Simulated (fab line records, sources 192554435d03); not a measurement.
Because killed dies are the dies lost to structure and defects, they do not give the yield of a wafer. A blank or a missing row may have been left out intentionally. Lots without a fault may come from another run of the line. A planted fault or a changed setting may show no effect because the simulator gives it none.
Split-lot trial :: flow n5_finfet :: 39 wafers read across 7 lots, on a route 1938 steps long

## SPLIT DETAILS
At N5_BEOL_M14_ETCH_59 (etches BARC in N2/H2, target depth 89 nm, overetch 26.7 nm, time 67.9 s), the setting time_s was moved away from the recipe's 67.9 s on 9 of the 39 wafers read, by -54.6% to +58.6%. For the rest of the wafers, this setting stayed at what the recipe calls for.

## FROM THE SPLIT TO THE READING: what the file shows between them, 5 steps
- N5_BEOL_M14_VIA_ETCH_16: etches SiO2 in C4F8/O2/Ar, target depth 1231.3 nm
- N5_BEOL_M14_STRIP_63: strips in O2
- N5_BEOL_M14_STRIP_64: strips in O2
- N5_BEOL_M14_STRIP_71: strips in post etch residue remover, time 60 s
- N5_BEOL_M14_SRD_72: time 30 s, dry time 30 s

## THE READING
cd_nm at N5_BEOL_M14_CD_MEAS_17, given in nm (cd target 250 nm). On this fab line, fault-free wafers typically give 251.0 nm with a standard deviation of 2.5 nm.

wafer: L079.1
tool, chamber at the split: rie_diel-03, 0
time_s as run, s: 67.9
against the recipe: recipe
cd_nm, nm: 250.5
against lot-mates on the recipe: -

wafer: L079.2
tool, chamber at the split: rie_diel-03, 3,2
time_s as run, s: 67.9
against the recipe: recipe
cd_nm, nm: 250.8
against lot-mates on the recipe: -

wafer: L079.3
tool, chamber at the split: rie_diel-03, 2
time_s as run, s: 67.9
against the recipe: recipe
cd_nm, nm: 248.3
against lot-mates on the recipe: -

wafer: L079.4
tool, chamber at the split: rie_diel-03, 1
time_s as run, s: 67.9
against the recipe: recipe
cd_nm, nm: 249.1
against lot-mates on the recipe: -

wafer: L079.5
tool, chamber at the split: rie_diel-03, 3,2
time_s as run, s: 67.9
against the recipe: recipe
cd_nm, nm: 249.5
against lot-mates on the recipe: -

wafer: L079.6
tool, chamber at the split: rie_diel-03, 3
time_s as run, s: 67.9
against the recipe: recipe
cd_nm, nm: 251.9
against lot-mates on the recipe: -

wafer: L081.1
tool, chamber at the split: rie_diel-01, 0
time_s as run, s: 107.7
against the recipe: +58.6%
cd_nm, nm: 258.8
against lot-mates on the recipe: +4.5

wafer: L081.2
tool, chamber at the split: rie_diel-01, 3,2
time_s as run, s: 67.9
against the recipe: recipe
cd_nm, nm: 253.8
against lot-mates on the recipe: -

wafer: L081.3
tool, chamber at the split: rie_diel-01, 3,2
time_s as run, s: 67.9
against the recipe: recipe
cd_nm, nm: 255.1
against lot-mates on the recipe: -

wafer: L081.4
tool, chamber at the split: rie_diel-01, 1
time_s as run, s: 67.9
against the recipe: recipe
cd_nm, nm: 254.1
against lot-mates on the recipe: -

wafer: L081.5
tool, chamber at the split: rie_diel-01, 1
time_s as run, s: 107.7
against the recipe: +58.6%
cd_nm, nm: 260.3
against lot-mates on the recipe: +6.0

wafer: L081.6
tool, chamber at the split: rie_diel-01, 2
time_s as run, s: 107.7
against the recipe: +58.6%
cd_nm, nm: 260.6
against lot-mates on the recipe: +6.3

wafer: L080.1
tool, chamber at the split: rie_diel-03, 2
time_s as run, s: 67.9
against the recipe: recipe
cd_nm, nm: 251.0
against lot-mates on the recipe: -

wafer: L080.2
tool, chamber at the split: rie_diel-03, 3
time_s as run, s: 67.9
against the recipe: recipe
cd_nm, nm: 252.0
against lot-mates on the recipe: -

wafer: L080.3
tool, chamber at the split: rie_diel-03, 1
time_s as run, s: 103.4
against the recipe: +52.3%
cd_nm, nm: 258.8
against lot-mates on the recipe: +7.6

wafer: L080.4
tool, chamber at the split: rie_diel-03, 2
time_s as run, s: 103.4
against the recipe: +52.3%
cd_nm, nm: 258.4
against lot-mates on the recipe: +7.2

wafer: L080.5
tool, chamber at the split: rie_diel-03, 1
time_s as run, s: 67.9
against the recipe: recipe
cd_nm, nm: 250.7
against lot-mates on the recipe: -

wafer: L080.6
tool, chamber at the split: rie_diel-03, 3
time_s as run, s: 103.4
against the recipe: +52.3%
cd_nm, nm: 260.0
against lot-mates on the recipe: +8.8

wafer: L086.1
tool, chamber at the split: rie_diel-01, 2
time_s as run, s: 67.9
against the recipe: recipe
cd_nm, nm: 247.2
against lot-mates on the recipe: -

wafer: L086.2
tool, chamber at the split: rie_diel-01, 3,1
time_s as run, s: 67.9
against the recipe: recipe
cd_nm, nm: 246.6
against lot-mates on the recipe: -

wafer: L086.3
tool, chamber at the split: rie_diel-01, 3,1
time_s as run, s: 67.9
against the recipe: recipe
cd_nm, nm: 246.3
against lot-mates on the recipe: -

wafer: L086.4
tool, chamber at the split: rie_diel-01, 3
time_s as run, s: 67.9
against the recipe: recipe
cd_nm, nm: 247.0
against lot-mates on the recipe: -

wafer: L086.5
tool, chamber at the split: rie_diel-01, 1
time_s as run, s: 67.9
against the recipe: recipe
cd_nm, nm: 247.7
against lot-mates on the recipe: -

wafer: L086.6
tool, chamber at the split: rie_diel-01, 2
time_s as run, s: 67.9
against the recipe: recipe
cd_nm, nm: 248.8
against lot-mates on the recipe: -

wafer: L091.1
tool, chamber at the split: rie_diel-01, 2
time_s as run, s: 67.9
against the recipe: recipe
cd_nm, nm: 251.7
against lot-mates on the recipe: -

wafer: L091.2
tool, chamber at the split: rie_diel-01, 1
time_s as run, s: 30.82
against the recipe: -54.6%
cd_nm, nm: 242.9
against lot-mates on the recipe: -7.8

wafer: L091.3
tool, chamber at the split: rie_diel-01, 0
time_s as run, s: 30.82
against the recipe: -54.6%
cd_nm, nm: 241.5
against lot-mates on the recipe: -9.2

wafer: L091.4
tool, chamber at the split: rie_diel-01, 3
time_s as run, s: 30.82
against the recipe: -54.6%
cd_nm, nm: 242.9
against lot-mates on the recipe: -7.8

wafer: L091.5
tool, chamber at the split: rie_diel-01, 1
time_s as run, s: 67.9
against the recipe: recipe
cd_nm, nm: 249.9
against lot-mates on the recipe: -

wafer: L091.6
tool, chamber at the split: rie_diel-01, 2
time_s as run, s: 67.9
against the recipe: recipe
cd_nm, nm: 250.4
against lot-mates on the recipe: -

wafer: L093.1
tool, chamber at the split: rie_diel-03, 3,1
time_s as run, s: 67.9
against the recipe: recipe
cd_nm, nm: 251.3
against lot-mates on the recipe: -

wafer: L093.5
tool, chamber at the split: rie_diel-03, 3,1
time_s as run, s: 67.9
against the recipe: recipe
cd_nm, nm: 246.8
against lot-mates on the recipe: -

wafer: L093.6
tool, chamber at the split: rie_diel-03, 2
time_s as run, s: 67.9
against the recipe: recipe
cd_nm, nm: 248.2
against lot-mates on the recipe: -

wafer: L096.1
tool, chamber at the split: rie_diel-03, 3
time_s as run, s: 67.9
against the recipe: recipe
cd_nm, nm: 251.9
against lot-mates on the recipe: -

wafer: L096.2
tool, chamber at the split: rie_diel-03, 1
time_s as run, s: 67.9
against the recipe: recipe
cd_nm, nm: 253.0
against lot-mates on the recipe: -

wafer: L096.3
tool, chamber at the split: rie_diel-03, 2
time_s as run, s: 67.9
against the recipe: recipe
cd_nm, nm: 253.5
against lot-mates on the recipe: -

wafer: L096.4
tool, chamber at the split: rie_diel-03, 0
time_s as run, s: 67.9
against the recipe: recipe
cd_nm, nm: 251.7
against lot-mates on the recipe: -

wafer: L096.5
tool, chamber at the split: rie_diel-03, 0
time_s as run, s: 67.9
against the recipe: recipe
cd_nm, nm: 251.5
against lot-mates on the recipe: -

wafer: L096.6
tool, chamber at the split: rie_diel-03, 1
time_s as run, s: 67.9
against the recipe: recipe
cd_nm, nm: 251.9
against lot-mates on the recipe: -
Rows listing several chambers each stand for several wafers; the file does not say which wafer went through which chamber.

THE FIT
A straight line over all 39 wafers: cd_nm changes by +0.157 nm for each +1% of time_s; r = +0.89; the points scatter about the line by 2.2 nm.
The same after taking each lot's own level away (the mean of its wafers on the recipe; 39 wafers): +0.131 nm for each +1%; r = +0.95; scatter 1.2 nm.
The reading moves by 7.7 nm for the largest change in time_s, on that fit.
The lots' own levels span 247.27 to 254.33 nm, that is 2.8 times the standard deviation above.
Hence the slope depends on the lot-to-lot level, as the two fits are not the same.
Check: for one of the wafers moved furthest among these (+58.6%), held out of the fit, the line's prediction against its lot-mates is +7.96 nm. It came out at +4.47 nm against them.

## THE WHOLE CHAIN: every reading that the file lists as answering this split, in the file's order
step: N5_BEOL_M14_ETCH_59
what it does: etches BARC in N2/H2, target depth 89 nm, overetch 26.7 nm, time 67.9 s
reading: coat_of_BEOL_M14_COAT_04.thk_nm (the simulator's own value, which no gauge read)
change (the file's fit): -0.629 nm for each +1% of the setting
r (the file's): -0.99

step: N5_BEOL_M14_VIA_ETCH_16
what it does: etches SiO2 in C4F8/O2/Ar, target depth 1231.3 nm
reading: coat_of_BEOL_M14_COAT_04.thk_nm (the simulator's own value, which no gauge read)
change (the file's fit): -0.64 nm for each +1% of the setting
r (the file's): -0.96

step: N5_BEOL_M14_CD_MEAS_17
what it does: target cd 250 nm
reading: cd_nm
change (the file's fit): +0.13 nm for each +1% of the setting
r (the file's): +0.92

## FILE'S OWN FIT
cd_nm changes by +0.13 nm for each +1% of time_s, r = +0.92.
